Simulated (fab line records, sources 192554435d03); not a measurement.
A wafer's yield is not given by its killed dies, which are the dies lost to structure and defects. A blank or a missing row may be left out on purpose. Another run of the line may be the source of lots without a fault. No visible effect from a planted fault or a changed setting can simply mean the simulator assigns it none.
Matching of chambers | flow n5Finfet | N5_FIN_SAQP_SPACER2_ETCHBACK_29 on rieDiel-01 has 4 sister chambers
The step etches SiO2 in CHF3/O2, target depth 12.2 nm, time 6.1 s. 22 wafers are shown with their chamber, then 11 later ones without.

## WAFERS WITH THEIR CHAMBER
wafer  | chamber | rfVppV (V) | throttleValvePct (%) | drypumpMotorCurrentA (A)
L074.2 | 2       | 517        | 19.42                | 5.86
L074.3 | 1       | 540        | 19.06                | 5.57
L074.4 | 3       | 538        | 18.79                | 5.54
L077.3 | 3       | 538        | 18.82                | 5.52
L077.4 | 2       | 518        | 19.43                | 5.86
L077.6 | 3       | 538        | 18.80                | 5.53
L080.4 | 2       | 516        | 19.45                | 5.81
L080.5 | 1       | 539        | 19.09                | 5.56
L080.6 | 3       | 538        | 18.83                | 5.52
L081.1 | 1       | 539        | 19.10                | 5.57
L081.2 | 2       | 516        | 19.44                | 5.84
L081.5 | 1       | 539        | 19.10                | 5.56
L082.1 | 2       | 517        | 19.45                | 5.84
L082.3 | 1       | 539        | 19.08                | 5.57
L082.5 | 2       | 518        | 19.45                | 5.80
L083.1 | 1       | 539        | 19.10                | 5.56
L083.3 | 0       | 509        | 18.63                | 5.13
L083.5 | 2       | 518        | 19.46                | 5.87
L086.2 | 0       | 507        | 18.62                | 5.14
L086.5 | 1       | 539        | 19.13                | 5.58
L086.6 | 2       | 517        | 19.45                | 5.83
L089.2 | 3       | 538        | 18.83                | 5.56

SIGNATURES (means of the wafers above)
reading              | chamber 0 | chamber 1 | chamber 2 | chamber 3 | scatter within a chamber
rfVppV               | 508.00    | 539.14    | 517.12    | 538.00    | 0.655
throttleValvePct     | 18.6250   | 19.0943   | 19.4438   | 18.8140   | 0.0172
drypumpMotorCurrentA | 5.1350    | 5.5671    | 5.8388    | 5.5340    | 0.018
Rule: distance of a wafer from a chamber = root of the sum over the readings of ((wafer's reading minus chamber's mean) / reading's scatter) squared. If the next closest chamber is less than 2 further off than the closest, the wafer can't be placed; otherwise it belongs to the closest. The scatter: the root of (the sum of the squares of (reading less its chamber's mean) over the shown wafers, divided by (wafers less chambers)).

## WAFERS WHOSE CHAMBER IS MISSING
wafer  | rfVppV (V) | throttleValvePct (%) | drypumpMotorCurrentA (A)
L089.4 | 510        | 18.64                | 5.13
L089.6 | 539        | 18.86                | 5.55
L090.3 | 537        | 18.84                | 5.51
L090.5 | 537        | 19.13                | 5.55
L090.6 | 509        | 18.65                | 5.12
L093.2 | 538        | 19.13                | 5.58
L093.4 | 518        | 19.48                | 5.85
L093.5 | 509        | 18.66                | 5.15
L094.1 | 538        | 19.14                | 5.55
L094.2 | 518        | 19.48                | 5.83
L094.4 | 537        | 18.89                | 5.52

## CHAMBER TAKEN BY EACH
wafer  | from the rows above | in truth
L089.4 | 0                   | 0
L089.6 | 3                   | 3
L090.3 | 3                   | 3
L090.5 | 1                   | 1
L090.6 | 0                   | 0
L093.2 | 1                   | 1
L093.4 | 2                   | 2
L093.5 | 0                   | 0
L094.1 | 1                   | 1
L094.2 | 2                   | 2
L094.4 | 3                   | 3
Placed correctly: 11 of 11. From these rows, 0 cannot be placed. 0 placed wrongly.
